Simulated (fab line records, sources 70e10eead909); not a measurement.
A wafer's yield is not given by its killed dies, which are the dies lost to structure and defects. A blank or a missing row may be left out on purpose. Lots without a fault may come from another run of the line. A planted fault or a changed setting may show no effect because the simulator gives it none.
A struck lot beside a sound one -- flow nand harc -- 14 steps out of a route of 1302
Sound: the wafers L273.4, L273.5, L273.6. The struck wafers were L277.3, L277.5, L277.6. At the end, the cause is stated.
At each step with rows: each side's tool, then ch and its chambers, then its first start. Under that, the readings that differ: sound wafers -- struck wafers -- difference of the means -- sigmas: that difference in standard deviations of wafers without a fault.
alike: readings whose means differ by less than 2 such deviations, and words and numbers that are the same on both sides. not compared: withheld readings, readings that some wafer has no value for, bounds like >300 that may hide the same value, and numbers for which the record gives no deviation and whose values overlap.
The two part at a step that has a row with sigmas, a row that says differs or no value, or rows on one side only. When numbers do not overlap yet have no deviation, they are printed without sigmas and do not part them. A reading that every wafer of one side lacks parts them only if that side has two wafers or more.

first, 3 steps without rows for these wafers: NHARC_A_SGD_CUT_SRD_19; NHARC_A_SGD_CUT_DEP_20 (deposits SiO2, target thk 150 nm); NHARC_A_SGD_CUT_ANNEAL_27 (time 1800 s).
NHARC_A_SGD_CUT_CMP_21: polishes, target thk 148.19 nm.
  sound on cmp-01 ch 1,2,3, day 20 03:11; struck on cmp-02 ch 0,3, day 21 14:41
  alike: motor current A, slurry flow ml min, time to endpoint s
NHARC_A_SGD_CUT_THK_MEAS_22: measures by ellipsometry.
  sound on film metro-01 at day 20 03:23; struck on film metro-02 at day 21 14:57
  alike: thk nm
then, 2 steps without rows for these wafers: NHARC_A_SGD_CUT_SRD_23; NHARC_A_SGD_CUT_ETCH_26 (etches SiO2 in dHF, target depth 45.8 nm).
NHARC_A_SGD_CUT_ETCHBACK_24: etches the open film in CH3F/O2, target depth 50 nm, time 92.857 s.
  sound on rie diel-08 ch 0,1,3, day 20 03:38; struck on rie diel-11 ch 0,1,3, day 21 15:13
  alike: drypump motor current A, oes product au, rf vpp V, showerhead plenum p Torr, throttle valve pct
  not compared: rf hours counter h
NHARC_A_SGD_CUT_STRIP_28: strips in O2, time 20 s.
  sound: rie diel-08 ch 2,3; struck: rie diel-11 ch 0,1,3
  alike: drypump motor current A, oes product au, rf vpp V, showerhead plenum p Torr, throttle valve pct
  not compared: rf hours counter h
NHARC_A_SGD_CUT_INSPECT_25:
  sound on defect inspect-01 at day 20 03:51; struck on defect inspect-01 at day 21 15:43
  alike: raw defect count
NHARC_A_SLIT_DEP_25: deposits SiO2, target thk 200 nm.
  sound on pecvd-03 ch 0,1,2, day 20 04:02; struck on pecvd-04 ch 0,1,2, day 21 15:47
  alike: chamber pressure Torr, heater power outer w, heater power w, throttle valve pct
NHARC_A_SLIT_DEP_00: deposits aC, target thk 6200 nm.
  sound on acl dep-02 ch 0, day 20 08:05; struck on acl dep-03 ch 0, day 21 22:53
reading,sound,struck,difference,sigmas
susceptor temp C (C),- - -,399.81 399.68 400.06,no value on the sound wafers,
  alike: throttle valve pct
NHARC_A_SLIT_DEP_23: deposits SiON, target thk 100 nm.
  sound on pecvd-01 ch 0,1,2, day 20 10:04; struck on pecvd-04 ch 1,2, day 22 01:28
  no value came back on the struck wafers for chamber pressure Torr (Torr), heater power outer w (W), heater power w (W); on the sound wafers chamber pressure Torr (Torr) reads 3.506 3.503 3.503
then, 1 step without rows for these wafers: NHARC_A_SLIT_DEHYDRATE_01 (time 120 s).

## WHERE THEY PART
First at NHARC_A_SLIT_DEP_00; last, within this record, at NHARC_A_SLIT_DEP_23.

WHY: the cause the simulator had injected
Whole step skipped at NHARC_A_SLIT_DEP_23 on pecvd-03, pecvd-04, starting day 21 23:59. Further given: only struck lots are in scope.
